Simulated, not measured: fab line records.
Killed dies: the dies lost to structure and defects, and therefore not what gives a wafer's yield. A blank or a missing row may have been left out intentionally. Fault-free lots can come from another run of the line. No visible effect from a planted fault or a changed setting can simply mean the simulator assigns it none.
Which tool is to blame? | flow nand-harc | 24 lots with 72 wafers sampled at 3 steps, on a route of 1302 steps

== WHAT THE GAUGES READ, wafer by wafer ==
NHARC_P_M2_THK_MEAS_24: measures by xrf.
lot  | measured     | on            | thk-nm (nm)
L074 | day 6 17:24  | film-metro-02 | 146.0 145.5 145.2
L075 | day 6 22:47  | film-metro-01 | 144.8 145.8 144.3
L076 | day 7 08:13  | film-metro-02 | 147.1 145.0 141.9
L077 | day 7 22:52  | film-metro-01 | 145.5 142.4 145.7
L079 | day 8 10:21  | film-metro-01 | 144.8 144.4 142.2
L078 | day 8 10:47  | film-metro-01 | 143.9 146.0 144.5
L080 | day 9 08:53  | film-metro-01 | 146.2 144.1 146.3
L081 | day 9 15:55  | film-metro-02 | 144.6 147.5 141.7
L082 | day 9 18:56  | film-metro-02 | 144.3 146.4 144.4
L083 | day 10 05:29 | film-metro-01 | 146.6 143.2 143.9
L084 | day 10 16:13 | film-metro-02 | 144.2 143.5 143.6
L085 | day 11 06:40 | film-metro-02 | 145.8 142.9 144.0
L086 | day 11 11:35 | film-metro-01 | 144.9 142.1 145.6
L087 | day 12 00:25 | film-metro-02 | 143.8 141.6 144.7
L088 | day 12 10:44 | film-metro-01 | 143.9 144.7 145.2
L089 | day 12 13:04 | film-metro-02 | 143.5 144.6 142.6
L090 | day 13 02:55 | film-metro-01 | 145.6 143.8 144.5
L091 | day 13 15:28 | film-metro-02 | 145.4 143.8 139.6
L092 | day 14 06:37 | film-metro-02 | 145.2 146.1 143.8
L093 | day 14 08:08 | film-metro-01 | 143.2 143.7 145.7
L094 | day 14 18:37 | film-metro-02 | 144.1 143.9 143.6
L096 | day 15 09:58 | film-metro-01 | 145.8 145.8 145.1
L095 | day 15 11:05 | film-metro-01 | 142.3 142.6 142.6
L097 | day 15 22:48 | film-metro-01 | 143.9 143.7 142.8

NHARC_P_M2_INSPECT_27.
lot  | measured     | on                | raw-defect-count
L074 | day 6 17:33  | defect-inspect-02 | 183 243 375
L075 | day 6 22:57  | defect-inspect-02 | 214 213 416
L076 | day 7 08:22  | defect-inspect-01 | 248 312 276
L077 | day 7 23:01  | defect-inspect-02 | 190 144 293
L079 | day 8 10:30  | defect-inspect-02 | 410 652 496
L078 | day 8 10:57  | defect-inspect-02 | 213 225 305
L080 | day 9 09:02  | defect-inspect-02 | 441 263 344
L081 | day 9 16:05  | defect-inspect-01 | 203 309 174
L082 | day 9 19:05  | defect-inspect-01 | 211 156 189
L083 | day 10 05:38 | defect-inspect-02 | 226 286 181
L084 | day 10 16:22 | defect-inspect-02 | 328 518 408
L085 | day 11 06:49 | defect-inspect-01 | 270 208 242
L086 | day 11 11:44 | defect-inspect-02 | 234 291 198
L087 | day 12 00:35 | defect-inspect-02 | 460 427 365
L088 | day 12 10:53 | defect-inspect-02 | 320 253 214
L089 | day 12 13:13 | defect-inspect-01 | 349 484 320
L090 | day 13 03:05 | defect-inspect-01 | 425 422 225
L091 | day 13 15:37 | defect-inspect-01 | 508 483 346
L092 | day 14 06:47 | defect-inspect-01 | 251 255 295
L093 | day 14 08:18 | defect-inspect-02 | 430 294 402
L094 | day 14 18:46 | defect-inspect-02 | 195 227 228
L096 | day 15 10:08 | defect-inspect-02 | 206 241 230
L095 | day 15 11:16 | defect-inspect-01 | 328 433 585
L097 | day 15 22:57 | defect-inspect-02 | 290 390 282

NHARC_A_ONON_D1_THK_MEAS_34: measures by ellipsometry.
lot  | measured     | on            | thk-nm (nm)
L074 | day 8 15:11  | film-metro-01 | 199 194 196
L075 | day 8 15:10  | film-metro-02 | 200 203 202
L076 | day 9 01:55  | film-metro-01 | 201 205 204
L077 | day 9 18:10  | film-metro-02 | 203 203 203
L079 | day 10 03:53 | film-metro-02 | 203 202 201
L078 | day 10 03:52 | film-metro-01 | 198 203 201
L080 | day 11 06:44 | film-metro-01 | 202 201 203
L081 | day 11 15:44 | film-metro-01 | 199 199 202
L082 | day 11 15:42 | film-metro-02 | 194 197 204
L083 | day 12 00:32 | film-metro-01 | 198 203 198
L084 | day 12 12:18 | film-metro-01 | 198 200 199
L085 | day 13 02:46 | film-metro-01 | 195 201 199
L086 | day 13 02:45 | film-metro-02 | 202 200 202
L087 | day 13 18:42 | film-metro-01 | 198 198 194
L088 | day 14 06:26 | film-metro-02 | 202 204 206
L089 | day 14 06:10 | film-metro-01 | 201 201 204
L090 | day 14 23:40 | film-metro-01 | 203 201 203
L091 | day 15 08:35 | film-metro-02 | 197 198 200
L092 | day 16 00:09 | film-metro-02 | 199 197 196
L093 | day 16 00:10 | film-metro-01 | 205 200 202
L094 | day 16 13:37 | film-metro-02 | 198 201 201
L096 | day 17 17:09 | film-metro-02 | 203 201 205
L095 | day 17 16:45 | film-metro-02 | 201 195 201
L097 | day 17 17:10 | film-metro-02 | 201 201 203

== EACH LOT AND THE TOOL THAT RAN IT (in order: tool; ch and the chambers of the sampled wafers; start) ==
Before these readings, the record contains no process step.

== WHAT THE TOOLS THEMSELVES READ (means of the sampled wafers that have a number; where no wafer has one, the mark that the record gives instead) ==
The record holds no such reading with a usual standard deviation.

== THE ANSWER, worked out from the rows above alone ==
Rule: usual is defined by the lots themselves. Put in order of their means at a reading, lots are off if they are a third of the lots or fewer, leave a main group of 4 or more, and stand apart from it by a gap of 3 or more times the standard deviation of the main group's means; of several such gaps the widest counts. The tables above print the reading to a certain number of digits; a main group whose means all agree to those digits is not used. A lot without any number at a reading at which 4 lots or more have one is off too. Any other lot the step has rows for is counted as sound. Order of review: gauges by route order, followed by the tools' own readings, for which a lot's mean as printed above is used. The first step at which some lot is off is used, and at that step the reading that is off furthest; a lot without a number counts as furthest.
No lot is off on any of the readings shown, so nothing can be concluded from this.

== WHAT THE SIMULATOR HAD INSERTED ==
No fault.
